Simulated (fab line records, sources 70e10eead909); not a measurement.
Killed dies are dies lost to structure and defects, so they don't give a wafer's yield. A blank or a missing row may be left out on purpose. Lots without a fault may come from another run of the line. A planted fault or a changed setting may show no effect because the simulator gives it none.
Which tool did it? | flow nand_harc | 13 lots, 39 wafers sampled, at 5 steps of a route of 1302

WHAT THE GAUGES READ, wafer by wafer
NHARC_THIN_TSV_CD_MEAS_16.
lot  | measured     | on        | cd_nm (nm)
L847 | day 24 07:40 | cd_sem-03 | 1000.5 1000.1 1000.1
L850 | day 25 02:05 | cd_sem-02 | 999.5 997.7 999.3
L851 | day 25 03:23 | cd_sem-03 | 996.9 1000.5 1000.0
L854 | day 26 08:26 | cd_sem-01 | 998.2 998.1 999.8
L855 | day 27 12:49 | cd_sem-02 | 997.6 998.2 997.3
L856 | day 27 13:50 | cd_sem-03 | 1003.4 1000.0 1000.7
L862 | day 29 10:26 | cd_sem-02 | 998.0 1001.0 998.4
L864 | day 31 10:11 | cd_sem-01 | 999.2 999.7 1001.0
L865 | day 32 03:35 | cd_sem-01 | 999.9 1002.0 999.9
L867 | day 31 12:11 | cd_sem-03 | 1002.6 999.2 1002.2
L868 | day 32 14:03 | cd_sem-01 | 997.6 999.7 997.5
L869 | day 32 19:35 | cd_sem-01 | 997.9 997.4 998.1
L870 | day 32 20:46 | cd_sem-02 | 993.6 995.9 995.5

NHARC_END_SORT_01.
lot  | measured     | on        | defect_limited_yield (%) | killed_at_array | killed_at_other | killed_at_periphery | killed_dies | killed_open | killed_short
L847 | day 24 21:58 | prober-01 | 94 94 93                 | 41 41 41        | 0 0 0           | 0 3 4               | 41 44 45    | 4 5 4       | 3 1 3
L850 | day 25 19:35 | prober-01 | 90 89 89                 | 59 72 75        | 1 0 0           | 5 3 2               | 65 75 77    | 4 4 4       | 0 1 4
L851 | day 25 18:49 | prober-02 | 96 97 96                 | 25 18 25        | 2 1 2           | 1 0 1               | 28 19 28    | 2 3 2       | 0 1 2
L854 | day 27 00:41 | prober-01 | 94 95 95                 | 39 34 30        | 0 1 0           | 4 2 5               | 43 37 35    | 2 4 3       | 5 3 2
L855 | day 28 02:21 | prober-01 | 87 82 83                 | 33 24 22        | 1 0 1           | 54 96 90            | 88 120 113  | 3 2 2       | 0 0 2
L856 | day 28 09:23 | prober-01 | 84 78 83                 | 16 41 25        | 2 2 0           | 87 103 93           | 105 146 118 | 0 3 1       | 0 0 0
L862 | day 29 22:45 | prober-01 | 92 92 94                 | 46 51 38        | 4 2 4           | 1 1 1               | 51 54 43    | 5 3 2       | 1 3 1
L864 | day 32 01:05 | prober-02 | 91 92 91                 | 54 45 51        | 0 0 0           | 8 10 12             | 62 55 63    | 2 2 6       | 2 1 2
L865 | day 32 17:45 | prober-01 | 87 88 90                 | 84 81 65        | 0 1 0           | 3 1 0               | 87 83 65    | 3 3 2       | 2 0 2
L867 | day 32 01:05 | prober-01 | 92 91 92                 | 50 61 50        | 1 0 0           | 2 1 4               | 53 62 54    | 0 4 3       | 0 2 4
L868 | day 33 04:57 | prober-02 | 90 93 93                 | 68 48 45        | 0 0 1           | 1 0 3               | 69 48 49    | 4 4 1       | 3 1 1
L869 | day 33 14:23 | prober-02 | 94 92 91                 | 41 47 55        | 1 4 2           | 1 3 1               | 43 54 58    | 2 4 1       | 2 2 4
L870 | day 33 10:23 | prober-01 | 94 94 93                 | 39 41 46        | 0 0 0           | 0 1 4               | 39 42 50    | 4 5 5       | 3 4 2

WHICH TOOL RAN EACH LOT (tool, then ch and the chambers of the sampled wafers, then the start)
lot  | NHARC_P_M1_ETCH_15                 | NHARC_THIN_TSV_ETCH_59            | NHARC_THIN_TSV_STRIP_56
L847 | rie_diel-03 ch 0,1,2, day 6 14:19  | rie_metal-02 ch 0,1, day 24 13:03 | plasma_asher-01 ch 0,1, day 24 13:29
L850 | rie_diel-03 ch 0,3, day 7 16:21    | rie_metal-02 ch 0,1, day 25 07:19 | plasma_asher-02 ch 0,1, day 25 07:43
L851 | rie_diel-06 ch 1,3, day 7 21:00    | rie_metal-01 ch 0,1, day 25 08:31 | plasma_asher-02 ch 0,1, day 25 08:54
L854 | rie_diel-03 ch 0,1,3, day 9 03:54  | rie_metal-01 ch 0,1, day 26 13:41 | plasma_asher-02 ch 1, day 26 14:04
L855 | rie_diel-06 ch 1,2,3, day 9 11:22  | rie_metal-01 ch 0,1, day 27 18:04 | plasma_asher-02 ch 0,1, day 27 18:25
L856 | rie_diel-06 ch 0,3, day 10 04:08   | rie_metal-03 ch 0,1, day 27 19:26 | plasma_asher-02 ch 0,1, day 27 19:48
L862 | rie_diel-08 ch 0,2,3, day 12 06:49 | rie_metal-01 ch 0, day 29 15:58   | plasma_asher-01 ch 0,1, day 29 16:20
L864 | rie_diel-03 ch 0,1,2, day 13 08:22 | rie_metal-01 ch 0,1, day 31 15:29 | plasma_asher-02 ch 0,1, day 31 15:53
L865 | rie_diel-03 ch 0,2,3, day 13 20:38 | rie_metal-02 ch 0,1, day 32 08:50 | plasma_asher-02 ch 0,1, day 32 09:16
L867 | rie_diel-03 ch 1,2,3, day 14 15:05 | rie_metal-02 ch 0,1, day 31 17:26 | plasma_asher-01 ch 0, day 31 17:49
L868 | rie_diel-03 ch 1,2,3, day 14 22:05 | rie_metal-03 ch 0,1, day 32 19:20 | plasma_asher-01 ch 0, day 32 19:46
L869 | rie_diel-06 ch 2,3, day 15 11:04   | rie_metal-01 ch 0,1, day 33 00:54 | plasma_asher-01 ch 0,1, day 33 01:16
L870 | rie_diel-03 ch 0,2,3, day 15 18:32 | rie_metal-03 ch 0,1, day 33 02:04 | plasma_asher-02 ch 0,1, day 33 02:26
- NHARC_P_M1_ETCH_15: etches the open film in C4F8/Ar, target depth 182.5 nm, time 91.2 s.
- NHARC_THIN_TSV_ETCH_59: etches the open film in Cl2/BCl3, target depth 880 nm, time 138.1 s.
- NHARC_THIN_TSV_STRIP_56: strips in O2.

WHAT THE TOOLS THEMSELVES READ (means of the sampled wafers that have a number; where no wafer has one, the mark that the record gives instead)
NHARC_P_M1_ETCH_15.
lot  | tool        | oes_product_au (a.u.) | rf_vpp_V (V)
L847 | rie_diel-03 | 0.971                 | 441.4
L850 | rie_diel-03 | 0.976                 | 440.6
L851 | rie_diel-06 | 0.918                 | 444.4
L854 | rie_diel-03 | 0.961                 | 440.2
L855 | rie_diel-06 | 0.973                 | 442.7
L856 | rie_diel-06 | 0.963                 | 443.6
L862 | rie_diel-08 | 0.951                 | 439.5
L864 | rie_diel-03 | 0.967                 | 441.6
L865 | rie_diel-03 | 0.977                 | 441.9
L867 | rie_diel-03 | 0.966                 | 441.3
L868 | rie_diel-03 | 0.966                 | 441.3
L869 | rie_diel-06 | 0.941                 | 439.1
L870 | rie_diel-03 | 0.964                 | 440.9

NHARC_THIN_TSV_ETCH_59.
lot  | tool         | drypump_motor_current_A (A) | oes_product_au (a.u.) | throttle_valve_pct (%)
L847 | rie_metal-02 | 5.44                        | 1.014                 | 22.266
L850 | rie_metal-02 | 5.43                        | 1.018                 | 22.260
L851 | rie_metal-01 | 5.23                        | 1.008                 | 22.259
L854 | rie_metal-01 | 5.22                        | 0.997                 | 22.265
L855 | rie_metal-01 | 5.13                        | 1.001                 | 22.271
L856 | rie_metal-03 | 5.67                        | 1.010                 | 22.271
L862 | rie_metal-01 | 5.31                        | 0.997                 | 22.267
L864 | rie_metal-01 | 5.22                        | 0.998                 | 22.276
L865 | rie_metal-02 | 5.42                        | 1.018                 | 22.264
L867 | rie_metal-02 | 5.45                        | 1.015                 | 22.266
L868 | rie_metal-03 | 5.68                        | 0.993                 | 22.268
L869 | rie_metal-01 | 5.22                        | 1.009                 | 22.264
L870 | rie_metal-03 | 5.68                        | 1.002                 | 22.256

NHARC_THIN_TSV_STRIP_56.
lot  | tool            | drypump_motor_current_A (A) | heater_power_w (W)
L847 | plasma_asher-01 | 5.62                        | 323
L850 | plasma_asher-02 | 6.15                        | 342
L851 | plasma_asher-02 | 6.16                        | 346
L854 | plasma_asher-02 | 5.84                        | 336
L855 | plasma_asher-02 | 6.00                        | 336
L856 | plasma_asher-02 | 5.98                        | 336
L862 | plasma_asher-01 | 5.63                        | 318
L864 | plasma_asher-02 | 6.17                        | 330
L865 | plasma_asher-02 | 6.14                        | 330
L867 | plasma_asher-01 | 5.55                        | 295
L868 | plasma_asher-01 | 5.56                        | 296
L869 | plasma_asher-01 | 5.62                        | 320
L870 | plasma_asher-02 | 5.99                        | 332

THE ANSWER, worked out from the rows above alone
Rule: what is usual is taken from the lots themselves. Put in order of their means at a reading, lots are off if they are a third of the lots or fewer, leave a main group of 4 or more, and stand apart from it by a gap of 3 or more times the standard deviation of the main group's means; of several such gaps the widest counts. A main group whose means are all the same, to the digits that the tables above print for the reading, isn't used. A lot without any number at a reading at which 4 lots or more have one is off too. The other lots that the step has rows for count as sound. The gauges are gone through in route order, then the tools' own readings, and for those a lot's mean is taken as printed above. The first step at which some lot is off is used, and at that step the reading that is off furthest; a lot without a number counts as furthest.
Off: L855, L856, at NHARC_END_SORT_01 (killed_at_periphery). The main group: mean 2.7, standard deviation 2.5.
A tool fits if, at a process step before that reading, it ran every lot that is off, and no sound lot after the first of them. The gauges at NHARC_END_SORT_01 are tried like those tools. None of those tried fits.

WHAT THE SIMULATOR HAD PUT IN
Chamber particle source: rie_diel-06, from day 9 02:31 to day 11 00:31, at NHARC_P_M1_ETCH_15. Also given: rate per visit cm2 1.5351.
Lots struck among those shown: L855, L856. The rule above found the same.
